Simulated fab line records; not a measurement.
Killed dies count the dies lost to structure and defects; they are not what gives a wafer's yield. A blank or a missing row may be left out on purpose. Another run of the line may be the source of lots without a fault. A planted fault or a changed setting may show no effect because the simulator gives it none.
Which tool was responsible?    flow n5-finfet    Sampling: 10 lots, 30 wafers, 5 of 1938 route steps

WHAT EACH GAUGE READ, for each wafer
N5_BEOL_M4_RC_MEAS_101.
lot   measured      on         DIBL_N (mV/V)
L102  day 10 23:08  prober-02  36.3 35.5 35.1
L103  day 11 04:16  prober-02  36.4 37.6 34.9
L105  day 11 20:26  prober-02  34.8 35.6 34.6
L107  day 12 09:15  prober-01  36.8 36.0 36.3
L108  day 12 13:01  prober-01  34.5 33.9 35.6
L109  day 12 12:49  prober-02  33.9 35.7 36.5
L115  day 14 01:35  prober-01  34.5 34.4 36.1
L117  day 14 15:12  prober-02  36.4 35.6 38.0
L118  day 14 23:49  prober-01  36.1 38.2 34.3
L119  day 15 02:43  prober-01  33.6 33.7 33.3

TOOL THAT RAN EACH LOT (tool first, then ch and the chambers of the sampled wafers, then the start)
lot   N5_BEOL_M0_SAQP_HM_OPEN_112         N5_BEOL_M0_SAQP_RECESS_114          N5_BEOL_M0_SAQP_ETCH_102          N5_BEOL_M0_SAQP_COAT_105
L102  rie-diel-06 ch 0,1, day 6 06:37     vapor-etch-02 ch 0,1, day 6 07:08   rie-si-03 ch 0,3, day 6 08:20     litho-track-01 ch 0, day 6 08:50
L103  rie-diel-06 ch 0,1, day 6 13:51     vapor-etch-01 ch 0,1, day 6 14:10   rie-si-03 ch 0,1,3, day 6 15:29   litho-track-04 ch 0, day 6 15:59
L105  rie-diel-05 ch 0,2,3, day 7 01:43   vapor-etch-01 ch 0,1, day 7 02:02   rie-si-06 ch 1,2,3, day 7 03:40   litho-track-01 ch 0, day 7 04:10
L107  rie-diel-05 ch 1,2,3, day 7 19:11   vapor-etch-01 ch 0,1, day 7 19:37   rie-si-02 ch 0,1,2, day 7 20:42   litho-track-01 ch 0, day 7 21:13
L108  rie-diel-05 ch 0,1,2, day 7 23:57   vapor-etch-02 ch 1, day 8 00:16     rie-si-02 ch 0,1,2, day 8 01:28   litho-track-01 ch 0, day 8 01:58
L109  rie-diel-02 ch 0,1,2, day 8 05:25   vapor-etch-02 ch 1, day 8 05:50     rie-si-02 ch 0,1, day 8 07:02     litho-track-01 ch 0, day 8 07:31
L115  rie-diel-05 ch 0,1,3, day 9 15:29   vapor-etch-01 ch 0,1, day 9 15:57   rie-si-03 ch 1,2,3, day 9 17:29   litho-track-02 ch 0, day 9 17:59
L117  rie-diel-02 ch 1,2,3, day 10 02:38  vapor-etch-02 ch 0,1, day 10 02:57  rie-si-02 ch 1,2,3, day 10 04:53  litho-track-04 ch 0, day 10 05:23
L118  rie-diel-05 ch 0,2, day 10 08:55    vapor-etch-02 ch 0,1, day 10 09:13  rie-si-03 ch 1,2,3, day 10 10:53  litho-track-02 ch 0, day 10 11:23
L119  rie-diel-05 ch 0,1,2, day 10 16:15  vapor-etch-01 ch 0,1, day 10 16:34  rie-si-02 ch 1,2,3, day 10 18:35  litho-track-02 ch 0, day 10 19:05
- N5_BEOL_M0_SAQP_HM_OPEN_112: chemistry CHF3/O2, target SiO2, stops on a-Si, target depth 12 nm, time 13.5 s.
- N5_BEOL_M0_SAQP_RECESS_114: chemistry HF/NH3, target SiO2, target depth 14.4 nm, afs cycles 3, sublimation time 60 s.
- N5_BEOL_M0_SAQP_ETCH_102: etches SiO2 in CF4, target depth 4 nm, time 4.4 s.
- N5_BEOL_M0_SAQP_COAT_105: time 60 s, resist thk 100 nm.

THE ANSWER, worked out from the rows above alone
Rule: the usual values come from the lots themselves. Put in order of their means at a reading, lots are off if they are a third of the lots or fewer, leave a main group of 4 or more, and stand apart from it by a gap of 3 or more times the standard deviation of the main group's means; of several such gaps the widest counts. A main group whose means are all the same, to the digits that the tables above print for the reading, isn't used. Also off: a lot with no number at a reading for which 4 or more lots have one. Where the step has rows for the other lots, those lots are counted as sound.
Across all readings shown, no lot is off: no conclusion can be drawn from this.

WHAT HAD BEEN PUT IN BY THE SIMULATOR
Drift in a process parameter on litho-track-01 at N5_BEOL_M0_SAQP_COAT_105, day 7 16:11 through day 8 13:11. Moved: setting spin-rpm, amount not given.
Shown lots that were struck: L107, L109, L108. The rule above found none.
